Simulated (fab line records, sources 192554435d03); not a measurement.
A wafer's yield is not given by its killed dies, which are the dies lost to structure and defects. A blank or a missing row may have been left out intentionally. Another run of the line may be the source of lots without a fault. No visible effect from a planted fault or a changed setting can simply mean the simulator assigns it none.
Matching of chambers / flow n5_finfet / N5_BEOL_M11_STRIP_19 on rie_diel-03 has 4 sister chambers
The step strips in O2. 8 wafers are shown with their chamber, then 8 later ones without.

EACH WAFER AND ITS CHAMBER
wafer=L081.2; chamber=1; showerhead_plenum_p_Torr (Torr)=2.15; throttle_valve_pct (%)=16.83
wafer=L083.5; chamber=1; showerhead_plenum_p_Torr (Torr)=2.15; throttle_valve_pct (%)=16.85
wafer=L082.4; chamber=0; showerhead_plenum_p_Torr (Torr)=2.07; throttle_valve_pct (%)=16.62
wafer=L082.5; chamber=3; showerhead_plenum_p_Torr (Torr)=2.02; throttle_valve_pct (%)=16.65
wafer=L086.4; chamber=2; showerhead_plenum_p_Torr (Torr)=2.05; throttle_valve_pct (%)=16.61
wafer=L086.5; chamber=3; showerhead_plenum_p_Torr (Torr)=2.02; throttle_valve_pct (%)=16.65
wafer=L086.6; chamber=0; showerhead_plenum_p_Torr (Torr)=2.07; throttle_valve_pct (%)=16.63
wafer=L089.1; chamber=2; showerhead_plenum_p_Torr (Torr)=2.04; throttle_valve_pct (%)=16.63

WAFERS WITHOUT THEIR CHAMBER
wafer=L089.4; showerhead_plenum_p_Torr (Torr)=2.07; throttle_valve_pct (%)=16.65
wafer=L089.6; showerhead_plenum_p_Torr (Torr)=2.15; throttle_valve_pct (%)=16.42
wafer=L095.2; showerhead_plenum_p_Torr (Torr)=2.14; throttle_valve_pct (%)=16.43
wafer=L095.4; showerhead_plenum_p_Torr (Torr)=2.01; throttle_valve_pct (%)=16.67
wafer=L095.6; showerhead_plenum_p_Torr (Torr)=2.01; throttle_valve_pct (%)=16.68
wafer=L097.1; showerhead_plenum_p_Torr (Torr)=2.14; throttle_valve_pct (%)=16.45
wafer=L097.2; showerhead_plenum_p_Torr (Torr)=2.07; throttle_valve_pct (%)=16.66
wafer=L097.5; showerhead_plenum_p_Torr (Torr)=2.04; throttle_valve_pct (%)=16.68

THE CHAMBER EACH PASSED THROUGH
wafer=L089.4; from the rows above=0; in truth=0
wafer=L089.6; from the rows above=0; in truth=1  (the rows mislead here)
wafer=L095.2; from the rows above=0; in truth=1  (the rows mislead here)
wafer=L095.4; from the rows above=3; in truth=3
wafer=L095.6; from the rows above=3; in truth=3
wafer=L097.1; from the rows above=0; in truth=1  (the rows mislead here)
wafer=L097.2; from the rows above=0; in truth=0
wafer=L097.5; from the rows above=can't be placed: 2 or 3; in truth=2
Correct placement for 4 of the 8. Unplaceable from these rows: 1, with the true chamber sitting among the candidates in 1. Wrongly placed: 3.
How it was worked out, from the rows above alone: a wafer's distance from a chamber is the root of the sum, over the readings, of the square of ((its reading less the chamber's mean) divided by the reading's scatter). If the next closest chamber is less than 2 further off than the closest, the wafer can't be placed; otherwise it belongs to the closest. Each chamber's mean is taken over the wafers shown for it. How the scatter is found: for the shown wafers, subtract from each reading the mean of its chamber, square and add these, divide the total by (wafers less chambers), then take the root.
